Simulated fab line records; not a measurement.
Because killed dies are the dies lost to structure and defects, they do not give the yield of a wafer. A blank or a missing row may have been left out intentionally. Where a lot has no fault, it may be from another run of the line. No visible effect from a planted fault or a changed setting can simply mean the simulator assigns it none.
Which of the tools did it?	flow nand-harc	15 lots with 45 wafers sampled at 4 steps, on a route of 1302 steps

## WHAT EACH GAUGE READ, for each wafer
NHARC_A_CONTACT_INSPECT_23. Usual: raw-defect-count at 505, with a standard deviation of 110.
lot	measured	on	raw-defect-count	flag
L752	day 23 09:16	defect-inspect-01	473 303 313	
L755	day 23 10:49	defect-inspect-01	462 550 476	
L753	day 23 12:40	defect-inspect-02	370 380 389	
L754	day 23 16:07	defect-inspect-01	597 515 623	
L758	day 24 23:47	defect-inspect-02	530 500 416	
L759	day 25 17:12	defect-inspect-01	736 448 638	
L760	day 26 01:11	defect-inspect-01	539 603 494	
L762	day 26 09:16	defect-inspect-02	474 430 306	
L764	day 26 13:01	defect-inspect-01	569 704 373	
L771	day 30 02:28	defect-inspect-01	593 445 533	
L770	day 30 03:17	defect-inspect-01	394 319 351	
L769	day 30 06:08	defect-inspect-01	366 430 574	
L773	day 31 11:11	defect-inspect-01	376 367 467	
L774	day 31 19:22	defect-inspect-01	471 428 531	
L775	day 31 20:13	defect-inspect-01	510 394 585	

## WHICH TOOL RAN EACH LOT (tool, then ch and the chambers of the sampled wafers, then the start)
lot	NHARC_A_CONTACT_ETCH_88	NHARC_A_CONTACT_ETCH_110	NHARC_A_CONTACT_CVD_19
L752	rie-diel-01 ch 0,2,3, day 22 23:54	rie-diel-01 ch 0,1,3, day 23 07:07	cvd-w-02 ch 0,1, day 23 09:16 or earlier
L755	rie-diel-08 ch 0,1,2, day 23 05:15	rie-diel-08 ch 0,2,3, day 23 08:41	cvd-w-01 ch 1, day 23 10:49 or earlier
L753	rie-diel-12 ch 0,1, day 23 05:54	rie-diel-12 ch 1,2, day 23 10:29	cvd-w-02 ch 0,1, day 23 12:40 or earlier
L754	rie-diel-08 ch 1,2,3, day 23 09:50	rie-diel-08 ch 0,3, day 23 13:58	cvd-w-01 ch 0, day 23 16:07 or earlier
L758	rie-diel-12 ch 1,2,3, day 24 18:00	rie-diel-08 ch 0,3, day 24 21:33	cvd-w-02 ch 0,1, day 24 23:47 or earlier
L759	rie-diel-01 ch 1,2, day 25 11:40	rie-diel-01 ch 0,1, day 25 15:03	cvd-w-02 ch 1, day 25 17:12 or earlier
L760	rie-diel-08 ch 0,3, day 25 18:50	rie-diel-12 ch 1,2, day 25 22:14	cvd-w-01 ch 1, day 26 01:11 or earlier
L762	rie-diel-08 ch 0,1,2, day 26 03:06	rie-diel-08 ch 0,1,3, day 26 07:08	cvd-w-02 ch 0,1, day 26 09:16 or earlier
L764	rie-diel-12 ch 0,1, day 26 07:27	rie-diel-08 ch 0,2,3, day 26 10:52	cvd-w-02 ch 0,1, day 26 13:01 or earlier
L771	rie-diel-01 ch 0,1,3, day 29 20:55	rie-diel-01 ch 0,1, day 30 00:19	cvd-w-01 ch 0,1, day 30 02:28 or earlier
L770	rie-diel-08 ch 0,3, day 29 21:40	rie-diel-01 ch 0,3, day 30 01:04	cvd-w-01 ch 0,1, day 30 03:17 or earlier
L769	rie-diel-12 ch 0,1,2, day 30 00:29	rie-diel-08 ch 0,1,3, day 30 03:56	cvd-w-01 ch 0, day 30 06:08 or earlier
L773	rie-diel-01 ch 0,1,2, day 31 05:27	rie-diel-12 ch 0,3, day 31 08:58	cvd-w-02 ch 0,1, day 31 11:11 or earlier
L774	rie-diel-01 ch 0,1,3, day 31 13:42	rie-diel-08 ch 0,2,3, day 31 17:09	cvd-w-02 ch 0,1, day 31 19:22 or earlier
L775	rie-diel-12 ch 0,1,3, day 31 14:18	rie-diel-08 ch 2,3, day 31 18:00	cvd-w-02 ch 0,1, day 31 20:13 or earlier
- NHARC_A_CONTACT_ETCH_88: etches the open film in CF4, target depth 39 nm, time 65 s.
- NHARC_A_CONTACT_ETCH_110: etches the open film in CF4/O2, target depth 60 nm, overetch 6 nm, time 33 s.
- NHARC_A_CONTACT_CVD_19: deposits W, target thk 300 nm, time 802 s.

## AS READ BY THE TOOLS THEMSELVES (means over the sampled wafers that have a number; for cases with no such wafer, the mark the record gives instead)
NHARC_A_CONTACT_ETCH_88. Usual: drypump-motor-current-A 5.64 A, standard deviation 0.29; oes-product-au 1.002 a.u., standard deviation 0.0082; rf-vpp-V 151.5 V, standard deviation 1.1; run-length-s 86.2 s, standard deviation 0.31; showerhead-plenum-p-Torr 1.78 Torr, standard deviation 0.073; throttle-valve-pct 13.284 %, standard deviation 0.009.
lot	tool	drypump-motor-current-A (A)	oes-product-au (a.u.)	rf-vpp-V (V)	run-length-s (s)	showerhead-plenum-p-Torr (Torr)	throttle-valve-pct (%)	flag
L752	rie-diel-01	5.79	0.989	151.0	86.0	1.73	13.281	
L755	rie-diel-08	5.66	1.001	151.4	86.2	1.78	13.289	
L753	rie-diel-12	5.63	1.004	150.7	86.5	1.75	13.289	
L754	rie-diel-08	5.68	1.004	152.8	86.4	1.81	13.292	
L758	rie-diel-12	5.51	1.009	151.3	86.2	1.81	13.287	
L759	rie-diel-01	5.83	1.002	150.9	85.8	1.80	13.276	
L760	rie-diel-08	5.62	0.994	151.9	86.3	1.78	13.283	
L762	rie-diel-08	5.68	1.009	150.8	86.1	1.78	13.285	
L764	rie-diel-12	5.65	0.999	151.5	86.3	1.80	13.285	
L771	rie-diel-01	5.58	1.004	151.4	85.9	1.74	13.278	
L770	rie-diel-08	5.60	1.001	151.8	86.1	1.81	13.277	
L769	rie-diel-12	5.72	0.996	150.9	86.3	1.74	13.289	
L773	rie-diel-01	5.69	1.001	151.5	86.2	1.77	13.281	
L774	rie-diel-01	5.58	1.001	150.4	86.1	1.74	13.282	
L775	rie-diel-12	5.43	1.002	151.8	86.5	1.79	13.287	

NHARC_A_CONTACT_ETCH_110. Usual: drypump-motor-current-A 5.61 A, standard deviation 0.28; oes-product-au 1.001 a.u., standard deviation 0.0081; rf-vpp-V 197.9 V, standard deviation 1.6; run-length-s 54.22 s, standard deviation 0.29; showerhead-plenum-p-Torr 1.34 Torr, standard deviation 0.059; throttle-valve-pct 13.397 %, standard deviation 0.0092.
lot	tool	drypump-motor-current-A (A)	oes-product-au (a.u.)	rf-vpp-V (V)	run-length-s (s)	showerhead-plenum-p-Torr (Torr)	throttle-valve-pct (%)	flag
L752	rie-diel-01	5.56	0.992	197.3	54.18	1.32	13.398	
L755	rie-diel-08	5.51	1.000	198.9	54.17	1.37	13.393	
L753	rie-diel-12	5.81	1.007	197.2	54.63	1.32	13.401	
L754	rie-diel-08	5.62	0.998	197.5	54.30	1.35	13.399	
L758	rie-diel-08	5.63	0.997	197.6	52.93	1.35	13.387	OFF
L759	rie-diel-01	5.53	0.995	197.2	54.33	1.33	13.397	
L760	rie-diel-12	5.73	1.013	197.9	54.37	1.36	13.400	
L762	rie-diel-08	5.80	1.004	197.4	52.70	1.34	13.399	OFF
L764	rie-diel-08	5.51	1.009	199.2	52.72	1.37	13.393	OFF
L771	rie-diel-01	5.54	0.997	196.9	54.42	1.32	13.392	
L770	rie-diel-01	5.63	1.001	196.1	54.16	1.27	13.401	
L769	rie-diel-08	5.81	1.004	197.4	53.96	1.34	13.391	
L773	rie-diel-12	5.22	0.997	198.1	54.15	1.36	13.404	
L774	rie-diel-08	5.49	1.008	198.4	54.15	1.37	13.397	
L775	rie-diel-08	5.49	0.992	199.7	54.41	1.40	13.401	

NHARC_A_CONTACT_CVD_19. Usual: heater-power-w 494 W, standard deviation 47; throttle-valve-pct 8.28 %, standard deviation 0.28.
lot	tool	heater-power-w (W)	throttle-valve-pct (%)	flag
L752	cvd-w-02	512	8.37	
L755	cvd-w-01	456	8.45	
L753	cvd-w-02	510	8.25	
L754	cvd-w-01	511	7.88	
L758	cvd-w-02	516	8.21	
L759	cvd-w-02	549	8.19	
L760	cvd-w-01	476	8.53	
L762	cvd-w-02	471	8.20	
L764	cvd-w-02	512	8.21	
L771	cvd-w-01	513	8.29	
L770	cvd-w-01	513	8.27	
L769	cvd-w-01	537	8.00	
L773	cvd-w-02	511	8.30	
L774	cvd-w-02	465	8.20	
L775	cvd-w-02	503	8.45	

## THE ANSWER, worked out from the rows above alone
Rule: take the mean of a lot's wafers that have a number; if it is more than 3 standard deviations from the usual mean, the lot is off. Also off: a lot with no number at a reading for which 4 or more lots have one. The other lots that the step has rows for count as sound. The gauges are gone through in route order, then the tools' own readings, and for those a lot's mean is taken as printed above. The first step at which some lot is off is used, and at that step the reading that is off furthest; a lot without a number counts as furthest.
Off, at NHARC_A_CONTACT_ETCH_110 on run-length-s: L758, L762, L764.
A tool fits if, at that step or a process step before it, it ran every lot that is off, and no sound lot after the first of them. None of those tried fits.

## WHAT WAS PUT IN BY THE SIMULATOR
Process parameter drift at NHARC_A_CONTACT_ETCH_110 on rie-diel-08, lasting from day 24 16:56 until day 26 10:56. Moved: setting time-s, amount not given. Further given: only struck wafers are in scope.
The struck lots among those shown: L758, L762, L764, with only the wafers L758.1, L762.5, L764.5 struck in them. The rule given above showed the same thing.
